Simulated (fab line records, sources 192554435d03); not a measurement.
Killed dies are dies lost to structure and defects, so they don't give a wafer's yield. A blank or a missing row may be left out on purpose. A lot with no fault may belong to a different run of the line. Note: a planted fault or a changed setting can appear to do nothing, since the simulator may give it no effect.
Chamber matching + flow n5-finfet + 3 sister chambers for N5_BEOL_M15_DEP_53 on pecvd-02
The step deposits SiCN from 3MS/NH3, target thk 50 nm, time 17.8 s. 16 wafers are shown with their chamber, then 8 later ones without.

WAFERS WITH THEIR CHAMBER
| wafer  | chamber | throttle-valve-pct (%) | showerhead-plenum-p-Torr (Torr) |
|--------|---------|------------------------|---------------------------------|
| L074.2 | 2       | 16.7                   | 4.140                           |
| L074.3 | 0       | 19.3                   | 4.153                           |
| L074.6 | 0       | 19.5                   | 4.155                           |
| L079.2 | 2       | 16.9                   | 4.133                           |
| L079.4 | 2       | 16.7                   | 4.131                           |
| L079.6 | 0       | 19.3                   | 4.151                           |
| L080.1 | 0       | 19.3                   | 4.156                           |
| L080.2 | 1       | 17.7                   | 4.165                           |
| L080.6 | 0       | 19.5                   | 4.154                           |
| L086.2 | 0       | 19.3                   | 4.144                           |
| L086.3 | 1       | 17.7                   | 4.171                           |
| L086.4 | 0       | 19.4                   | 4.153                           |
| L091.3 | 1       | 17.6                   | 4.161                           |
| L091.4 | 2       | 16.6                   | 4.137                           |
| L091.6 | 0       | 19.3                   | 4.144                           |
| L090.2 | 2       | 17.1                   | 4.135                           |

SIGNATURES (averages over the wafers above)
| reading                  | chamber 0 | chamber 1 | chamber 2 | scatter within a chamber |
|--------------------------|-----------|-----------|-----------|--------------------------|
| throttle-valve-pct       | 19.363    | 17.667    | 16.800    | 0.132                    |
| showerhead-plenum-p-Torr | 4.15125   | 4.16567   | 4.13520   | 0.00443                  |
Rule: for a wafer and a chamber, the distance is found by dividing, reading by reading, the gap between the wafer's reading and the chamber's mean by the reading's scatter, squaring, summing and taking the root. If the next closest chamber is less than 2 further off than the closest, the wafer can't be placed; otherwise it belongs to the closest. The scatter is the square root of a quotient: the sum, over the shown wafers, of each reading's squared deviation from its chamber's mean, divided by wafers minus chambers.

WAFERS WITHOUT THEIR CHAMBER
| wafer  | throttle-valve-pct (%) | showerhead-plenum-p-Torr (Torr) |
|--------|------------------------|---------------------------------|
| L090.3 | 16.9                   | 4.126                           |
| L090.4 | 19.3                   | 4.160                           |
| L093.1 | 16.7                   | 4.131                           |
| L093.2 | 19.2                   | 4.147                           |
| L093.4 | 18.9                   | 4.151                           |
| L096.3 | 16.3                   | 4.157                           |
| L096.5 | 16.7                   | 4.142                           |
| L096.6 | 16.5                   | 4.160                           |

WHICH CHAMBER EACH WENT THROUGH
| wafer  | from the rows above | in truth                   |
|--------|---------------------|----------------------------|
| L090.3 | 2                   | 2                          |
| L090.4 | 0                   | 0                          |
| L093.1 | 2                   | 2                          |
| L093.2 | 0                   | 0                          |
| L093.4 | 0                   | 0                          |
| L096.3 | 2                   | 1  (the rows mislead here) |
| L096.5 | 2                   | 2                          |
| L096.6 | 2                   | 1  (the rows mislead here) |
Correctly placed: 6 of 8. Can't be placed from these rows: 0. 2 placed wrongly.
